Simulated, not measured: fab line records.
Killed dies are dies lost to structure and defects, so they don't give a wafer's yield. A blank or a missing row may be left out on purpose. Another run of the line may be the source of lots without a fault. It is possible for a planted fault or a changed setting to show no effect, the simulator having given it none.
fab line records	flow n5Finfet
[record] lots = 7	wafers = 21
route steps=1938 shown SD_EPI_N@292 SD_EPI_P@321 SD_ACTIVATION@330 HKMG_FIN@396 GATE_CUT@510 MOL_CONTACT_COAG@581 BEOL_M0_SAQP@676 BEOL_M0_CUTY@714 BEOL_M0@715
startH: hours from the record's opening day to when the first of the lot's shown wafers began	waitH: how many hours have passed since the lot's step before this one	" unchanged from the row above	L1.1+2: a single row standing in for several wafers	- no value, or no start given	* or withheld: withheld	< > ~ a bound
route shown NAME@n: names a module that has steps shown in the file, with the first one's number in the route	usual: mean/standard deviation taken from wafers without a fault	same: alike in all rows	chamber/n: place in a boat	sites: readings site by site	_std_site: the values' standard deviation	_edge_site: outer sites' mean less inner sites'	radiusMm: how far each site lies from the wafer's centre	mask NAME#n: copy n	behind: the last tool/chamber to shape the wafer	hold: cause of the lot's hold/its duration in hours/its outcome	device: the n, p or np transistor that did not switch	end of line: the tests these same wafers got at the end of their route	for a step that has no rows: nothing shown but its recipe	killed: the dies lost at the first sort to structure and to defects; this is not the yield of the wafer	map: a wafer's dies, marking killed ones x, the rest . and places with no die _
set.NAME: setting as actually run; set.NAME@STEP: the setting as run at that earlier step	model.NAME: the simulator's own value behind a step, which no gauge read
lots where settings were altered on purpose, with a table for each step and a row for each wafer
[[steps]]
[step N5_SD_EPI_N_PRECLEAN_49]
[recipe] chemistry = NF3:NH3	afsCycles = 1	tempC = 30	timeS = 20	sublimationTempC = 180	sublimationTimeS = 60	pressureTorr = 3	rfPowerW = 30
lot.wafer	tool	chamber	startH	waitH	set.tempC
L075.1+4+5	remotePlasma-02	0	58.17	0.0	30
L083.2	remotePlasma-01	1	112.40	0.1	30
L083.4+6	"	1	"	"	28.27
L082.1+4+5	remotePlasma-01	0	116.95	0.0	30
L090.1+3+6	remotePlasma-02	0	151.46	0.0	30
L092.1	remotePlasma-01	0	161.50	0.0	30
L092.2+4	"	0	"	"	33.66
L094.1+2+6	remotePlasma-01	0	178.14	0.0	30
L096.2	remotePlasma-01	1	189.08	0.1	30
L096.4+6	"	1	"	"	27.41
[step N5_SD_EPI_N_LINER_46]
[recipe] material = SiNx	targetThkA = 30	tempC = 400	aldPrecursorFamily = SiH2I2	aldCoReactant = N2/H2-plasma	pressureTorr = 2
[step N5_SD_EPI_P_EPI_21]
[recipe] material = SiGe:B	dopant = B	tempC = 550	pressureTorr = 20	ambient = H2	timeS = 355
[step N5_SD_EPI_P_HM_STRIP_48]
[recipe] chemistry = H3PO4	tempC = 160	material = SiNx	target = SiNx	targetDepthA = 30	overetchFraction = 0.3
lot.wafer	tool	chamber	startH	waitH	set.tempC@SD_EPI_N_EPI_21	model.Si-P_of_SD_EPI_N_EPI_21.thkNm
L075.1	wetBench-01	1	70.23	7.7	680	58.2
L075.4	"	2	"	"	675.3	53.6
L075.5	"	4	"	"	675.3	53.2
L083.2	wetBench-03	6	117.73	0.0	680	58.2
L083.4	"	0	"	"	680	57.2
L083.6	"	3	"	"	684.5	62.4
L082.1	wetBench-04	1	122.49	0.0	680	58
L082.4	"	3	"	"	680	58.4
L082.5	"	0	"	"	676.7	54.8
L090.1	wetBench-04	0	156.61	0.0	680	59.6
L090.3	"	5	"	"	680	58.4
L090.6	"	1	"	"	680	59
L092.1	wetBench-03	5	166.27	0.0	683.3	63
L092.2	"	3	"	"	683.3	62.6
L092.4	"	1	"	"	680	58.8
L094.1+6	wetBench-04	1,5	183.38	0.0	680	58
L094.2	"	0	"	"	680	58.2
L096.2	wetBench-01	0	195.81	0.0	680	59.8
L096.4	"	2	"	"	683.9	64
L096.6	"	1	"	"	680	59.6
[step N5_SD_EPI_P_SRD_49]
[recipe] dry = ipaMarangoni	timeS = 30	tempC = 23	rinseLiquid = diw
[step N5_SD_EPI_P_PRECLEAN_24]
[recipe] chemistry = O3/DIW	timeS = 45	tempC = 22	o3Ppm = 10
[step N5_SD_ACTIVATION_RTA_00]
[recipe] tempC = 975	timeS = 0	ambient = N2	idleTempC = 600	rampUpCPerS = 150	rampDownCPerS = 60	coolToC = 600
[step N5_SD_ACTIVATION_LSA_01]
[recipe] tempC = 1080	timeS = 0.0008	ambient = N2
[step N5_SD_ACTIVATION_RS_MEAS_03]
[recipe] thkMeasGauge = four-point-probe
[usual] RS_SD_N = 21.81/0.29	RS_SD_P = 55.7/0.78
lot.wafer	tool	chamber	startH	waitH	set.tempC@SD_EPI_N_EPI_21	RS_SD_N[ohm/sq]	RS_SD_P[ohm/sq]
L075.1	filmMetro-02	-	73.68	0.2	680	21.90	54.1
L075.4	"	-	"	"	675.3	23.86	56.2
L075.5	"	-	"	"	675.3	23.83	56.0
L083.2	filmMetro-02	-	118.44	0.2	680	21.87	56.5
L083.4	"	-	"	"	680	22.30	56.1
L083.6	"	-	"	"	684.5	20.66	55.0
L082.1	filmMetro-02	-	123.18	0.2	680	22.13	54.8
L082.4	"	-	"	"	680	21.90	54.6
L082.5	"	-	"	"	676.7	23.37	55.7
L090.1	filmMetro-01	-	157.22	0.2	680	21.57	57.0
L090.3	"	-	"	"	680	22.05	56.7
L090.6	"	-	"	"	680	21.70	56.5
L092.1	filmMetro-01	-	166.84	0.2	683.3	20.21	55.4
L092.2	"	-	"	"	683.3	20.53	55.0
L092.4	"	-	"	"	680	21.72	55.9
L094.1	filmMetro-02	-	184.27	0.2	680	22.10	56.8
L094.2	"	-	"	"	680	22.20	56.9
L094.6	"	-	"	"	680	22.23	57.0
L096.2	filmMetro-01	-	196.42	0.2	680	21.18	56.2
L096.4	"	-	"	"	683.9	20.09	55.4
L096.6	"	-	"	"	680	21.34	56.1
[step N5_HKMG_FIN_PEB_47]
[recipe] pebTempC = withheld	pebTimeS = 60	resist = CAR-ArF
lot.wafer	tool	chamber	startH	waitH	set.pebTimeS
L075.1+5	lithoTrack-03	0	87.48	0.1	60
L075.4	"	0	"	"	56.15
L083.2	lithoTrack-03	0	131.11	0.0	60
L083.4+6	"	0	"	"	65.48
L082.1+5	lithoTrack-04	0	137.03	0.1	60
L082.4	"	0	"	"	70.19
L090.1	lithoTrack-03	0	170.07	0.1	60
L090.3+6	"	0	"	"	55.11
L092.1+4	lithoTrack-04	0	179.56	0.1	49.43
L092.2	"	0	"	"	60
L094.1+2+6	lithoTrack-03	0	197.09	0.1	60
L096.2+6	lithoTrack-04	0	208.99	0.0	60
L096.4	"	0	"	"	48.65
[step N5_HKMG_FIN_DEVELOP_48]
[recipe] developTimeS = 30	developer = TMAH	resist = CAR-ArF	rinseLiquid = diw	dry = airSpin	devTempC = 23
[step N5_HKMG_FIN_CD_MEAS_49]
[recipe] targetCdNm = 202	landingEnergyEv = 500	detector = seInlens	polarity = opening
[usual] cdNm = 201.7/0.61
lot.wafer	tool	chamber	startH	waitH	set.pebTimeS@HKMG_FIN_PEB_47	cdNm
L075.1	cdSem-01	0	87.55	-	60	201.8
L075.4	"	0	"	"	56.15	200.0
L075.5	"	0	"	"	60	201.9
L083.2	cdSem-01	0	131.18	-	60	201.6
L083.4	"	0	"	"	65.48	204.2
L083.6	"	0	"	"	65.48	204.1
L082.1	cdSem-03	0	137.10	-	60	203.2
L082.4	"	0	"	"	70.19	207.3
L082.5	"	0	"	"	60	201.5
L090.1	cdSem-03	0	170.14	-	60	201.4
L090.3	"	0	"	"	55.11	199.4
L090.6	"	0	"	"	55.11	199.0
L092.1	cdSem-01	0	179.63	-	49.43	195.5
L092.2	"	0	"	"	60	202.4
L092.4	"	0	"	"	49.43	195.6
L094.1	cdSem-01	0	197.16	-	60	201.2
L094.2	"	0	"	"	60	202.1
L094.6	"	0	"	"	60	201.3
L096.2	cdSem-02	0	209.05	-	60	201.0
L096.4	"	0	"	"	48.65	193.9
L096.6	"	0	"	"	60	201.2
[step N5_HKMG_FIN_DESCUM_53]
[recipe] chemistry = O2	timeS = 7.9	sourcePowerW = 50	biasPowerW = 20	pressureMtorr = 20	rfFrequencyHz = 2.712e+07	tempC = 40	resist = CAR-ArF	o2FlowSccm = 225
[step N5_HKMG_FIN_ETCH_54]
[recipe] chemistry = CF4	target = SiARC	targetDepthA = 455	maskMaterial = CAR-ArF	timeS = 75.8	ionEnergyEv = 80	pressureMtorr = 40	sourceW = 545	biasW = 36	Ar_flow_sccm = 100	cf4FlowSccm = 100	ends = cleared
lot.wafer	tool	chamber	startH	waitH	set.pebTimeS@HKMG_FIN_PEB_47	model.HKMG_FIN.cdOffsetNm
L075.1	rieDiel-06	2	87.67	0.0	60	0.2
L075.4	"	1	"	"	56.15	-2.2
L075.5	"	2	"	"	60	0.4
L083.2	rieDiel-02	0	131.30	0.0	60	-0.6
L083.4+6	"	3,2	"	"	65.48	2.4
L082.1	rieDiel-01	0	137.32	0.0	60	0.8
L082.4	"	3	"	"	70.19	5
L082.5	"	3	"	"	60	-0.4
L090.1	rieDiel-06	1	170.26	0.0	60	-0.6
L090.3+6	"	2	"	"	55.11	-2.8
L092.1	rieDiel-01	0	179.75	0.0	49.43	-6.4
L092.2	"	3	"	"	60	0.2
L092.4	"	1	"	"	49.43	-6.2
L094.1	rieDiel-06	2	197.37	0.0	60	-0.8
L094.2	"	3	"	"	60	0.2
L094.6	"	1	"	"	60	-0.6
L096.2+6	rieDiel-01	1,0	209.18	0.0	60	-1
L096.4	"	3	"	"	48.65	-8.2
[step N5_HKMG_FIN_ETCH_55]
[recipe] chemistry = N2/H2	target = SOC	targetDepthA = 2400	tempC = 40	timeS = 300	ionEnergyEv = 200	maskMaterial = SiARC	pressureMtorr = 30	sourceW = 840	biasW = 150	n2FlowSccm = 200	h2FlowSccm = 200
[usual] rfVppV = 525.3/1.9
lot.wafer	tool	chamber	startH	waitH	set.biasW	set.pebTimeS@HKMG_FIN_PEB_47	rfVppV	model.HKMG_FIN.cdOffsetNm
L075.1	rieDiel-06	2	87.73	0.0	150	60	526.5	-0.2
L075.4	"	1	"	"	140.2	56.15	505.5	-2
L075.5	"	2	"	"	150	60	527.1	0
L083.2	rieDiel-02	0	131.36	0.0	150	60	527.2	0
L083.4	"	3	"	"	133.9	65.48	487.0	2
L083.6	"	2	"	"	150	65.48	525.4	1.8
L082.1	rieDiel-01	0	137.38	0.0	157.7	60	542.2	1
L082.4	"	3	"	"	150	70.19	523.2	5.4
L082.5	"	3	"	"	150	60	523.4	-0.2
L090.1	rieDiel-06	1	170.32	0.0	150	60	525.9	-0.4
L090.3	"	2	"	"	150	55.11	526.8	-3.2
L090.6	"	2	"	"	150	55.11	527.1	-3
L092.1	rieDiel-01	0	179.81	0.0	129.9	49.43	479.7	-6.4
L092.2	"	3	"	"	129.9	60	479.6	-0.2
L092.4	"	1	"	"	129.9	49.43	478.9	-6
L094.1	rieDiel-06	2	197.42	0.0	150	60	526.3	-1.2
L094.2	"	3	"	"	150	60	522.7	0.6
L094.6	"	1	"	"	150	60	525.2	0
L096.2	rieDiel-01	1	209.23	0.0	150	60	523.6	-0.8
L096.4	"	3	"	"	162.6	48.65	551.4	-8
L096.6	"	0	"	"	162.6	60	553.3	-0.8
[step N5_HKMG_FIN_COAT_29]
[recipe] resist = SOC	tempC = 250	timeS = 60	spinRpm = 1500	resistThkNm = 300
lot.wafer	tool	chamber	startH	waitH	set.spinRpm	model.SOC_of_HKMG_FIN_COAT_29.thkNm
L075.1+5	lithoTrack-03	0	90.93	0.2	1623	287.6
L075.4	"	0	"	"	1623	286.6
L083.2	lithoTrack-05	0	134.21	0.2	1500	299
L083.4	"	0	"	"	1500	298.6
L083.6	"	0	"	"	1395	311.4
L082.1	lithoTrack-05	0	140.30	0.2	1500	300
L082.4	"	0	"	"	1594	290.8
L082.5	"	0	"	"	1500	298.8
L090.1	lithoTrack-03	0	173.20	0.2	1369	313.4
L090.3	"	0	"	"	1500	300.6
L090.6	"	0	"	"	1500	299.4
L092.1	lithoTrack-03	0	182.72	0.2	1374	313.2
L092.2	"	0	"	"	1374	313
L092.4	"	0	"	"	1500	300.4
L094.1+2	lithoTrack-05	0	200.26	0.2	1500	300
L094.6	"	0	"	"	1500	299.8
L096.2	lithoTrack-05	0	212.06	0.3	1395	311
L096.4	"	0	"	"	1395	310.4
L096.6	"	0	"	"	1500	298.2
[step N5_HKMG_FIN_PEB_10]
[recipe] pebTempC = withheld	pebTimeS = 60	resist = CAR-ArF
lot.wafer	tool	chamber	startH	waitH	set.pebTimeS
L075.1+4	lithoTrack-04	0	91.23	0.1	60
L075.5	"	0	"	"	56.45
L083.2+4	lithoTrack-03	0	134.38	0.0	70.35
L083.6	"	0	"	"	60
L082.1+5	lithoTrack-05	0	140.60	0.1	60
L082.4	"	0	"	"	69.18
L090.1+3	lithoTrack-04	0	173.50	0.1	60
L090.6	"	0	"	"	50.11
L092.1+2	lithoTrack-03	0	183.02	0.1	60
L092.4	"	0	"	"	53.9
L094.1+2+6	lithoTrack-03	0	200.43	0.1	60
L096.2+4+6	lithoTrack-05	0	212.36	0.0	60
[step N5_HKMG_FIN_DEVELOP_11]
[recipe] developTimeS = 30	developer = TMAH	resist = CAR-ArF	devTempC = 23	rinseLiquid = diw	dry = airSpin
[step N5_HKMG_FIN_CD_MEAS_12]
[recipe] targetCdNm = 92.8	landingEnergyEv = 500	detector = seInlens
[usual] cdNm = 92.6/0.61
lot.wafer	tool	chamber	startH	waitH	set.pebTimeS@HKMG_FIN_PEB_10	cdNm
L075.1	cdSem-03	0	91.30	-	60	92.0
L075.4	"	0	"	"	60	92.2
L075.5	"	0	"	"	56.45	90.7
L083.2	cdSem-02	0	134.45	-	70.35	98.7
L083.4	"	0	"	"	70.35	99.1
L083.6	"	0	"	"	60	93.0
L082.1	cdSem-02	0	140.67	-	60	93.1
L082.4	"	0	"	"	69.18	97.3
L082.5	"	0	"	"	60	91.7
L090.1	cdSem-03	0	173.57	-	60	92.3
L090.3	"	0	"	"	60	92.6
L090.6	"	0	"	"	50.11	86.4
L092.1	cdSem-03	0	183.09	-	60	93.0
L092.2	"	0	"	"	60	92.7
L092.4	"	0	"	"	53.9	89.5
L094.1	cdSem-01	0	200.50	-	60	93.5
L094.2	"	0	"	"	60	91.9
L094.6	"	0	"	"	60	91.9
L096.2	cdSem-03	0	212.42	-	60	93.8
L096.4	"	0	"	"	60	93.6
L096.6	"	0	"	"	60	93.4
[step N5_GATE_CUT_ALD_22]
[recipe] material = SiNx	targetThkA = 160	tempC = 400	aldPrecursorFamily = SiH2I2	aldCoReactant = N2/H2-plasma	pulseTimeS = 1	aldCycles = 320	purgeTimeS = 2	coReactantPurgeTimeS = 2	pressureTorr = 2
lot.wafer	tool	chamber	startH	waitH	set.aldCycles	model.SiNx_of_GATE_CUT_ALD_22.thkNm
L075.1	aldSin-01	2	103.18	0.2	369	18.4
L075.4	"	1	"	"	369	18.6
L075.5	"	2	"	"	320	16
L083.2+4+6	aldSin-01	3,1,2	145.68	0.0	320	16
L082.1+4	aldSin-01	1,2	151.25	0.3	336	16.8
L082.5	"	3	"	"	320	16.2
L090.1+3	aldSin-01	1,0	182.92	0.0	290	14.4
L090.6	"	3	"	"	320	16
L092.1+2	aldSin-04	2,3	194.45	0.1	365	18.2
L092.4	"	1	"	"	320	16
L094.1+2	aldSin-04	3,0	210.34	0.0	320	16
L094.6	"	0	"	"	320	15.8
L096.2+6	aldSin-04	0,2	221.54	0.0	320	16
L096.4	"	1	"	"	272	13.6
[step N5_MOL_CONTACT_COAG_ETCH_91]
[recipe] chemistry = N2/H2	target = SOC	targetDepthA = 600	overetchA = 210	maskMaterial = SiARC	tempC = 40	timeS = 101.2	ionEnergyEv = 200	pressureMtorr = 30	sourceW = 840	biasW = 150	n2FlowSccm = 200	h2FlowSccm = 200
lot.wafer	tool	chamber	startH	waitH	set.timeS	model.SiARC_of_MOL_CONTACT_COAG_COAT_76.thkNm
L075.1+5	rieDiel-06	0,2	116.38	0.0	101.2	5.8
L075.4	"	1	"	"	93.23	6
L083.2	rieDiel-06	0	160.33	0.0	101.2	5.6
L083.4	"	2	"	"	110.3	5.4
L083.6	"	0	"	"	110.3	5.2
L082.1	rieDiel-01	1	165.03	0.0	115.3	5.2
L082.4	"	2	"	"	101.2	5.8
L082.5	"	0	"	"	101.2	6
L090.1+6	rieDiel-06	1,0	196.13	0.0	86.99	6.2
L090.3	"	2	"	"	86.99	6.4
L092.1	rieDiel-02	2	208.04	0.0	117.5	5
L092.2	"	3	"	"	101.2	5.8
L092.4	"	1	"	"	117.5	5.2
L094.1+2+6	rieDiel-06	3,0,0	223.31	0.0	101.2	5.6
L096.2	rieDiel-02	3	237.63	0.0	101.2	5.8
L096.4	"	1	"	"	101.2	6
L096.6	"	0	"	"	89.65	6.4
[step N5_BEOL_M0_SAQP_SPACER2_ALD_26]
[recipe] material = SiO2	targetThkA = 150	tempC = 300	aldPrecursorFamily = BDEAS	aldCoReactant = O2-plasma	pulseTimeS = 1	purgeTimeS = 2	coReactantPurgeTimeS = 2	pressureTorr = 2
lot.wafer	tool	chamber	startH	waitH	set.targetThkA	model.SiO2_of_BEOL_M0_SAQP_SPACER2_ALD_26.thkNm
L075.1	aldSin-01	0	130.63	1.8	163.5	16.2
L075.4+5	"	1,3	"	"	150	15
L083.2	aldSin-01	2	172.20	0.1	139.6	14
L083.4+6	"	0,2	"	"	150	15
L082.1	aldSin-01	2	180.93	0.1	150	15.2
L082.4+5	"	1,0	"	"	150	15
L090.1+6	aldSin-03	2	207.52	0.1	133.7	13.4
L090.3	"	0	"	"	150	15
L092.1+4	aldSin-01	3,0	218.23	0.1	130.6	13
L092.2	"	1	"	"	150	15
L094.1+2+6	aldSin-01	0,1,2	235.10	0.9	150	15
L096.2+6	aldSin-03	3	248.07	0.1	150	15
L096.4	"	0	"	"	150	14.8
[step N5_BEOL_M0_SAQP_SPACER2_ETCHBACK_27]
[recipe] chemistry = CHF3/O2	mode = anisotropicEtchback	target = SiO2	targetDepthA = 225	timeS = 11.25	pressureMtorr = 30	sourceW = 650	biasW = 170	Ar_flow_sccm = 200	CHF3_flow_sccm = 50	O2_flow_sccm = 5	ionEnergyEv = 200
[step N5_BEOL_M0_SAQP_MANDREL2_REMOVE_110]
[recipe] chemistry = HBr/Cl2/O2	btTimeS = 10	target = a-Si	stopOn = SiCN	endpoint = OES-SiCl	overEtchFrac = 1	icpW = 600	biasW = 30	HBr_flow_sccm = 150	Cl2_flow_sccm = 80	O2_flow_sccm = 5	pressureMtorr = 10
lot.wafer	tool	chamber	startH	waitH	set.targetThkA@BEOL_M0_SAQP_SPACER2_ALD_26	model.BEOL_M0_SAQP.cdNm
L075.1	rieSi-05	0	131.26	0.1	163.5	16.2
L075.4	"	2	"	"	150	14.8
L075.5	"	1	"	"	150	15
L083.2	rieSi-02	0	172.84	0.1	139.6	14
L083.4	"	1	"	"	150	14.8
L083.6	"	3	"	"	150	15
L082.1+4+5	rieSi-05	2,3,0	181.57	0.1	150	15
L090.1+6	rieSi-02	2,3	208.15	0.1	133.7	13.6
L090.3	"	3	"	"	150	15.2
L092.1+4	rieSi-03	2,3	218.94	0.1	130.6	13.2
L092.2	"	1	"	"	150	15
L094.1+6	rieSi-02	0	235.74	0.1	150	14.8
L094.2	"	2	"	"	150	15
L096.2+4+6	rieSi-03	1,0,0	248.71	0.1	150	15
[step N5_BEOL_M0_SAQP_CD_MEAS_29]
[recipe] targetCdNm = 14.4	landingEnergyEv = 1000	detector = seInlens
[usual] cdNm = 14.99/0.22
lot.wafer	tool	chamber	startH	waitH	set.targetThkA@BEOL_M0_SAQP_SPACER2_ALD_26	cdNm
L075.1	cdSem-01	0	131.37	0.1	163.5	16.25
L075.4	"	0	"	"	150	14.92
L075.5	"	0	"	"	150	14.92
L083.2	cdSem-03	0	172.95	0.1	139.6	14.31
L083.4	"	0	"	"	150	14.90
L083.6	"	0	"	"	150	14.78
L082.1	cdSem-01	0	181.68	0.1	150	14.74
L082.4	"	0	"	"	150	15.42
L082.5	"	0	"	"	150	15.04
L090.1	cdSem-03	0	208.26	0.1	133.7	13.87
L090.3	"	0	"	"	150	15.20
L090.6	"	0	"	"	133.7	13.33
L092.1	cdSem-01	0	219.05	0.1	130.6	13.18
L092.2	"	0	"	"	150	14.70
L092.4	"	0	"	"	130.6	13.49
L094.1	cdSem-03	0	235.85	0.1	150	14.42
L094.2	"	0	"	"	150	15.14
L094.6	"	0	"	"	150	15.18
L096.2	cdSem-02	0	248.82	0.1	150	14.68
L096.4	"	0	"	"	150	15.28
L096.6	"	0	"	"	150	15.08
[step N5_BEOL_M0_SAQP_COAT_87]
[recipe] resist = underlayer	tempC = 205	timeS = 60	spinRpm = 1500	resistThkNm = 5
lot.wafer	tool	chamber	startH	waitH	set.tempC
L075.1+4	lithoTrack-05	0	-	-	208.3
L075.5	"	0	"	"	205
L083.2+6	lithoTrack-03	0	-	-	198.8
L083.4	"	0	"	"	205
L082.1+4+5	lithoTrack-05	0	-	-	205
L090.1	lithoTrack-03	0	-	-	200.3
L090.3+6	"	0	"	"	205
L092.1	lithoTrack-05	0	-	-	202
L092.2+4	"	0	"	"	205
L094.1+2+6	lithoTrack-03	0	-	-	205
L096.2	lithoTrack-02	0	-	-	201.9
L096.4+6	"	0	"	"	205
[step N5_BEOL_M0_SAQP_COAT_34]
[recipe] resist = CAR-EUV	spinRpm = 1500	resistThkNm = 30
[step N5_BEOL_M0_SAQP_EBR_36]
[recipe] solvent = PGMEA	ebrWidthMm = 1.5
[step N5_BEOL_M0_CUTY_STRIP_64]
[recipe] chemistry = N2/H2	tempC = 40	n2FlowSccm = 200	h2FlowSccm = 200	rfFrequencyHz = 6e+07
[step N5_BEOL_M0_ETCH_138]
[recipe] chemistry = CH3F/O2	targetDepthA = 120	target = SiCN	timeS = 31.6	ionEnergyEv = 120	pressureMtorr = 30	sourceW = 395	biasW = 75	Ar_flow_sccm = 150	CH3F_flow_sccm = 30	O2_flow_sccm = 20	ends = cleared
[step N5_BEOL_M0_HM_OPEN_105]
[recipe] chemistry = Cl2/BCl3	targetDepthA = 120	target = TiN	ionEnergyEv = 150	pressureMtorr = 10	icpW = 1000	biasW = 126	Cl2_flow_sccm = 53.25	bcl3FlowSccm = 21.75	Ar_flow_sccm = 25
lot.wafer	tool	chamber	startH	waitH	set.targetThkA@BEOL_M0_SAQP_SPACER2_ALD_26	model.SiO2_of_BEOL_M0_SAQP_SPACER2_ALD_26.thkNm
L075.1	rieMetal-01	1	133.82	0.1	163.5	3.8
L075.4+5	"	1,0	"	"	150	2.6
L083.2	rieMetal-02	1	177.22	1.1	139.6	2
L083.4	"	1	"	"	150	2.8
L083.6	"	0	"	"	150	2.6
L082.1	rieMetal-01	0	185.08	1.2	150	3
L082.4	"	0	"	"	150	2.6
L082.5	"	0	"	"	150	2.8
L090.1	rieMetal-03	1	212.70	2.0	133.7	1.8
L090.3	"	0	"	"	150	2.8
L090.6	"	0	"	"	133.7	1.6
L092.1	rieMetal-03	1	222.04	0.8	130.6	1.6
L092.2	"	0	"	"	150	2.8
L092.4	"	1	"	"	130.6	1.4
L094.1	rieMetal-01	1	240.79	2.4	150	2.6
L094.2	"	0	"	"	150	2.8
L094.6	"	1	"	"	150	2.4
L096.2	rieMetal-01	1	251.69	0.4	150	2.8
L096.4	"	1	"	"	150	2.4
L096.6	"	0	"	"	150	2.6
[[key]]
[split] step = N5_SD_EPI_N_PRECLEAN_49	setting = tempC	stated = 30	by = wafer
response none clear
[split] step = N5_HKMG_FIN_PEB_47	setting = pebTimeS	stated = 60	by = wafer
[response] step = N5_HKMG_FIN_CD_MEAS_49	reading = cdNm	change = +0.344	per = 1%	r = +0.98
[response] step = N5_HKMG_FIN_ETCH_54	reading = model.HKMG_FIN.cdOffsetNm	change = +0.343	per = 1%	r = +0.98
[response] step = N5_HKMG_FIN_ETCH_55	reading = model.HKMG_FIN.cdOffsetNm	change = +0.33	per = 1%	r = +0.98
[split] step = N5_HKMG_FIN_ETCH_55	setting = biasW	stated = 150	by = wafer
[response] step = N5_HKMG_FIN_ETCH_55	reading = rfVppV	change = +3.53	per = 1%	r = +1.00
[split] step = N5_HKMG_FIN_COAT_29	setting = spinRpm	stated = 1500	by = wafer
[response] step = N5_HKMG_FIN_COAT_29	reading = model.SOC_of_HKMG_FIN_COAT_29.thkNm	change = -1.6	per = 1%	r = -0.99
[split] step = N5_HKMG_FIN_PEB_10	setting = pebTimeS	stated = 60	by = wafer
[response] step = N5_HKMG_FIN_CD_MEAS_12	reading = cdNm	change = +0.338	per = 1%	r = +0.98
[split] step = N5_GATE_CUT_ALD_22	setting = aldCycles	stated = 320	by = wafer
[response] step = N5_GATE_CUT_ALD_22	reading = model.SiNx_of_GATE_CUT_ALD_22.thkNm	change = +0.16	per = 1%	r = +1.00
[split] step = N5_MOL_CONTACT_COAG_ETCH_91	setting = timeS	stated = 101.2	by = wafer
[response] step = N5_MOL_CONTACT_COAG_ETCH_91	reading = model.SiARC_of_MOL_CONTACT_COAG_COAT_76.thkNm	change = -0.0427	per = 1%	r = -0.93
[split] step = N5_BEOL_M0_SAQP_SPACER2_ALD_26	setting = targetThkA	stated = 150	by = wafer
[response] step = N5_BEOL_M0_SAQP_SPACER2_ALD_26	reading = model.SiO2_of_BEOL_M0_SAQP_SPACER2_ALD_26.thkNm	change = +0.147	per = 1%	r = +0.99
[response] step = N5_BEOL_M0_SAQP_MANDREL2_REMOVE_110	reading = model.BEOL_M0_SAQP.cdNm	change = +0.141	per = 1%	r = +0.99
[response] step = N5_BEOL_M0_SAQP_CD_MEAS_29	reading = cdNm	change = +0.122	per = 1%	r = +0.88
[response] step = N5_BEOL_M0_HM_OPEN_105	reading = model.SiO2_of_BEOL_M0_SAQP_SPACER2_ALD_26.thkNm	change = +0.107	per = 1%	r = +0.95
[split] step = N5_BEOL_M0_SAQP_COAT_87	setting = tempC	stated = 205	by = wafer
response none clear
split outsideThisFile step=N5_SD_EPI_N_EPI_21 setting=tempC
// split outsideThisFile: this setting was split too, and the file shows its column; the key of that split is in another file
